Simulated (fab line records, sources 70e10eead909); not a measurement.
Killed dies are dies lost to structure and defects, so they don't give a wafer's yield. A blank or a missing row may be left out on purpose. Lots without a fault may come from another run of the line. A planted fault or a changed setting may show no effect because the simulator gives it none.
One fault seen from 3 desks | flow nand_harc | each desk has only its own numbers; what lay behind them comes last

THE DEFECT DESK
What the inspections along the route counted, lot by lot: means of the sampled wafers that have a number. A lot is out of limits, marked OUT, if its mean lies more than 4 standard deviations from the usual mean; the brackets give that distance.
Columns: A = raw_defect_count at NHARC_A_SGD_CUT_INSPECT_11, usual 16
lot  | first seen here | A
L588 | day 14 13:20    | 8
L590 | day 15 05:38    | 20
L591 | day 16 00:29    | 23
L605 | day 19 15:08    | 14
L607 | day 19 15:37    | 15
This desk's finding: nothing out of limits on any of the 5 lots.

THE TOOL OWNER'S DESK: rie_diel-04
The tool's own readings at NHARC_A_SGD_CUT_ETCH_58 (etches the open film in CF4, target depth 39 nm, time 65 s): means of the sampled wafers that have a number, for each lot that ran on this tool. A lot is out of limits, marked OUT, if its mean lies more than 4 standard deviations from the usual mean; the brackets give that distance.
Columns: A = drypump_motor_current_A at NHARC_A_SGD_CUT_ETCH_58, usual 5.7 A; B = oes_product_au at NHARC_A_SGD_CUT_ETCH_58, usual 0.996 a.u.; C = rf_vpp_V at NHARC_A_SGD_CUT_ETCH_58, usual 151.1 V; D = run_length_s at NHARC_A_SGD_CUT_ETCH_58, usual 86.2 s; E = showerhead_plenum_p_Torr at NHARC_A_SGD_CUT_ETCH_58, usual 1.76 Torr; F = throttle_valve_pct at NHARC_A_SGD_CUT_ETCH_58, usual 13.284 %
lot  | first seen here | A   | B     | C     | D              | E    | F
L588 | day 14 13:30    | 5.4 | 1.001 | 150.8 | 86.3           | 1.73 | 13.280
L591 | day 16 00:38    | 5.6 | 0.989 | 152.4 | 76.2 (-23) OUT | 1.80 | 13.288
This desk's finding: out of limits on L591; first on L591, day 16 00:38 (run_length_s at NHARC_A_SGD_CUT_ETCH_58). In limits: L588.

THE METROLOGY DESK
What the gauges read, lot by lot, whatever tool the lot ran on: means of the sampled wafers that have a number. A lot is out of limits, marked OUT, if its mean lies more than 4 standard deviations from the usual mean; the brackets give that distance.
Columns: A = cd_nm at NHARC_A_SGD_CUT_CD_MEAS_09, usual 100.1 nm; B = overlay_x_nm at NHARC_A_SGD_CUT_OVL_MEAS_10, usual -0.1 nm; C = overlay_y_nm at NHARC_A_SGD_CUT_OVL_MEAS_10, usual 0.2 nm
lot  | first seen here | A     | B    | C
L588 | day 14 13:13    | 99.9  | 0.4  | -0.0
L590 | day 15 05:31    | 99.8  | -0.3 | 0.8
L591 | day 16 00:22    | 100.7 | -0.8 | -0.3
L605 | day 19 15:00    | 99.6  | 0.5  | -0.8
L607 | day 19 15:29    | 100.0 | 0.5  | 0.2
This desk's finding: nothing out of limits on any of the 5 lots.

PUT TOGETHER
The tool owner's desk could have raised an alarm at day 16 00:38, on L591.
The defect desk saw nothing out of limits.
The metrology desk saw nothing out of limits.
The defect desk has L591 on record, within its limits.
The metrology desk has L591 on record, within its limits.
Of the lots named, all ran NHARC_A_SGD_CUT_ETCH_58 on rie_diel-04.

WHAT THE SIMULATOR HAD PUT IN
Process parameter drift: rie_diel-04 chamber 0, from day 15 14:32 on, at NHARC_A_SGD_CUT_ETCH_58. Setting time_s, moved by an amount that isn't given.
Lots struck among those shown: L591.
Hours from the fault's start to each desk's first reading out of limits: the tool owner's desk, 10.
